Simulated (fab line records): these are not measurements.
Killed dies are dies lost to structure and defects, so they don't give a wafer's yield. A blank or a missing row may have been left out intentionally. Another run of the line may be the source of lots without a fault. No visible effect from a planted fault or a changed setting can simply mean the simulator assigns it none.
Which tool did it? / flow n5-finfet / 36 wafers from 12 lots sampled at 6 of the route's 1938 steps

WHAT THE GAUGES READ, wafer by wafer
N5_MOL_CONTACT_COAG_CD_MEAS_08: the cd target is 28 nm.
lot=L075; measured=day 5 01:29; on=cd-sem-03; cd-nm (nm)=27.84 28.13 27.71
lot=L077; measured=day 5 10:46; on=cd-sem-01; cd-nm (nm)=28.12 27.72 27.80
lot=L079; measured=day 5 23:23; on=cd-sem-01; cd-nm (nm)=28.10 28.47 27.86
lot=L081; measured=day 6 08:33; on=cd-sem-02; cd-nm (nm)=28.38 28.33 27.83
lot=L083; measured=day 6 19:08; on=cd-sem-01; cd-nm (nm)=28.09 28.03 28.09
lot=L085; measured=day 7 13:41; on=cd-sem-03; cd-nm (nm)=27.96 27.98 27.81
lot=L087; measured=day 7 20:38; on=cd-sem-01; cd-nm (nm)=27.68 28.16 28.21
lot=L089; measured=day 8 07:49; on=cd-sem-01; cd-nm (nm)=27.90 28.02 27.98
lot=L091; measured=day 8 21:53; on=cd-sem-02; cd-nm (nm)=28.06 27.88 28.33
lot=L093; measured=day 9 08:53; on=cd-sem-01; cd-nm (nm)=28.25 28.24 27.81
lot=L095; measured=day 10 02:48; on=cd-sem-03; cd-nm (nm)=28.11 28.09 27.95
lot=L097; measured=day 10 10:29; on=cd-sem-01; cd-nm (nm)=27.55 28.02 27.91

EACH LOT AND THE TOOL THAT RAN IT (in order: tool; ch and the chambers of the sampled wafers; start)
lot=L075; N5_HKMG_FIN_ALD_21=ald-metal-04 ch 0,2,3, day 4 15:07; N5_GATE_CUT_ETCH_56=rie-metal-02 ch 0,1, day 4 16:32; N5_GATE_CUT_VAPOR_ETCH_60=rie-metal-02 ch 0,1, day 4 16:38; N5_GATE_CUT_STRIP_59=rie-diel-03 ch 0,2, day 4 16:47; N5_GATE_CUT_VAPOR_ETCH_51=rie-metal-02 ch 0, day 4 21:12
lot=L077; N5_HKMG_FIN_ALD_21=ald-metal-03 ch 0,2,3, day 5 01:38; N5_GATE_CUT_ETCH_56=rie-metal-01 ch 1, day 5 03:02; N5_GATE_CUT_VAPOR_ETCH_60=rie-metal-01 ch 1, day 5 03:10; N5_GATE_CUT_STRIP_59=rie-diel-03 ch 0,2, day 5 03:19; N5_GATE_CUT_VAPOR_ETCH_51=rie-metal-02 ch 0,1, day 5 07:36
lot=L079; N5_HKMG_FIN_ALD_21=ald-metal-03 ch 0,2,3, day 5 14:27; N5_GATE_CUT_ETCH_56=rie-metal-02 ch 0, day 5 15:51; N5_GATE_CUT_VAPOR_ETCH_60=rie-metal-02 ch 0, day 5 15:58; N5_GATE_CUT_STRIP_59=rie-diel-05 ch 0,3, day 5 16:08; N5_GATE_CUT_VAPOR_ETCH_51=rie-metal-01 ch 0,1, day 5 20:14
lot=L081; N5_HKMG_FIN_ALD_21=ald-metal-03 ch 1,2,3, day 5 23:22; N5_GATE_CUT_ETCH_56=rie-metal-03 ch 1, day 6 00:55; N5_GATE_CUT_VAPOR_ETCH_60=rie-metal-03 ch 1, day 6 01:09; N5_GATE_CUT_STRIP_59=rie-diel-03 ch 0,2, day 6 01:20; N5_GATE_CUT_VAPOR_ETCH_51=rie-metal-02 ch 0,1, day 6 05:23
lot=L083; N5_HKMG_FIN_ALD_21=ald-metal-03 ch 0,2,3, day 6 10:08; N5_GATE_CUT_ETCH_56=rie-metal-02 ch 0,1, day 6 11:32; N5_GATE_CUT_VAPOR_ETCH_60=rie-metal-02 ch 0,1, day 6 11:39; N5_GATE_CUT_STRIP_59=rie-diel-03 ch 1,2,3, day 6 11:48; N5_GATE_CUT_VAPOR_ETCH_51=rie-metal-01 ch 0,1, day 6 16:01
lot=L085; N5_HKMG_FIN_ALD_21=ald-metal-04 ch 0,1, day 7 04:54; N5_GATE_CUT_ETCH_56=rie-metal-02 ch 0,1, day 7 06:17; N5_GATE_CUT_VAPOR_ETCH_60=rie-metal-02 ch 0,1, day 7 06:25; N5_GATE_CUT_STRIP_59=rie-diel-01 ch 0,1,2, day 7 06:34; N5_GATE_CUT_VAPOR_ETCH_51=rie-metal-02 ch 1, day 7 10:29
lot=L087; N5_HKMG_FIN_ALD_21=ald-metal-04 ch 0,1, day 7 11:55; N5_GATE_CUT_ETCH_56=rie-metal-01 ch 0,1, day 7 13:19; N5_GATE_CUT_VAPOR_ETCH_60=rie-metal-01 ch 0,1, day 7 13:26; N5_GATE_CUT_STRIP_59=rie-diel-03 ch 0,3, day 7 13:38; N5_GATE_CUT_VAPOR_ETCH_51=rie-metal-03 ch 0,1, day 7 17:34
lot=L089; N5_HKMG_FIN_ALD_21=ald-metal-02 ch 1,2,3, day 7 22:49; N5_GATE_CUT_ETCH_56=rie-metal-01 ch 0, day 8 00:13; N5_GATE_CUT_VAPOR_ETCH_60=rie-metal-01 ch 0, day 8 00:20; N5_GATE_CUT_STRIP_59=rie-diel-01 ch 1,2,3, day 8 00:29; N5_GATE_CUT_VAPOR_ETCH_51=rie-metal-01 ch 1, day 8 04:25
lot=L091; N5_HKMG_FIN_ALD_21=ald-metal-04 ch 1,2,3, day 8 10:37; N5_GATE_CUT_ETCH_56=rie-metal-02 ch 0,1, day 8 12:03; N5_GATE_CUT_VAPOR_ETCH_60=rie-metal-02 ch 0,1, day 8 12:09; N5_GATE_CUT_STRIP_59=rie-diel-01 ch 0,1,2, day 8 12:28; N5_GATE_CUT_VAPOR_ETCH_51=rie-metal-02 ch 0,1, day 8 17:28
lot=L093; N5_HKMG_FIN_ALD_21=ald-metal-04 ch 1,2,3, day 8 23:16; N5_GATE_CUT_ETCH_56=rie-metal-02 ch 0, day 9 00:40; N5_GATE_CUT_VAPOR_ETCH_60=rie-metal-02 ch 0, day 9 00:47; N5_GATE_CUT_STRIP_59=rie-diel-05 ch 2,3, day 9 01:00; N5_GATE_CUT_VAPOR_ETCH_51=rie-metal-03 ch 0, day 9 05:07
lot=L095; N5_HKMG_FIN_ALD_21=ald-metal-04 ch 0,2,3, day 9 17:34; N5_GATE_CUT_ETCH_56=rie-metal-02 ch 0,1, day 9 18:58; N5_GATE_CUT_VAPOR_ETCH_60=rie-metal-02 ch 0,1, day 9 19:05; N5_GATE_CUT_STRIP_59=rie-diel-03 ch 0,1,2, day 9 19:15; N5_GATE_CUT_VAPOR_ETCH_51=rie-metal-03 ch 0,1, day 9 23:44
lot=L097; N5_HKMG_FIN_ALD_21=ald-metal-04 ch 0,2,3, day 10 00:26; N5_GATE_CUT_ETCH_56=rie-metal-02 ch 0,1, day 10 01:50; N5_GATE_CUT_VAPOR_ETCH_60=rie-metal-02 ch 0,1, day 10 01:58; N5_GATE_CUT_STRIP_59=rie-diel-01 ch 1,2, day 10 02:14; N5_GATE_CUT_VAPOR_ETCH_51=rie-metal-01 ch 0,1, day 10 07:20
- N5_HKMG_FIN_ALD_21: deposits TiN, target thk 1.5 nm, pulse time 1 s, purge time 3 s.
- N5_GATE_CUT_ETCH_56: etches TiN in Cl2/Ar, target depth 21.6 nm.
- N5_GATE_CUT_VAPOR_ETCH_60: etches HfO2 in BCl3/Cl2.
- N5_GATE_CUT_STRIP_59: strips in N2/H2, time 20 s.
- N5_GATE_CUT_VAPOR_ETCH_51: etches HfO2 in BCl3/Cl2.

THE ANSWER, worked out from the rows above alone
Rule: usual is defined by the lots themselves. Put in order of their means at a reading, lots are off if they are a third of the lots or fewer, leave a main group of 4 or more, and stand apart from it by a gap of 3 or more times the standard deviation of the main group's means; of several such gaps the widest counts. The tables above print the reading to a certain number of digits; a main group whose means all agree to those digits is not used. A lot without any number at a reading at which 4 lots or more have one is off too. Where the step has rows for the other lots, those lots are counted as sound.
No lot is off at any reading shown: from this, nothing can be told.

WHAT WAS PUT IN BY THE SIMULATOR
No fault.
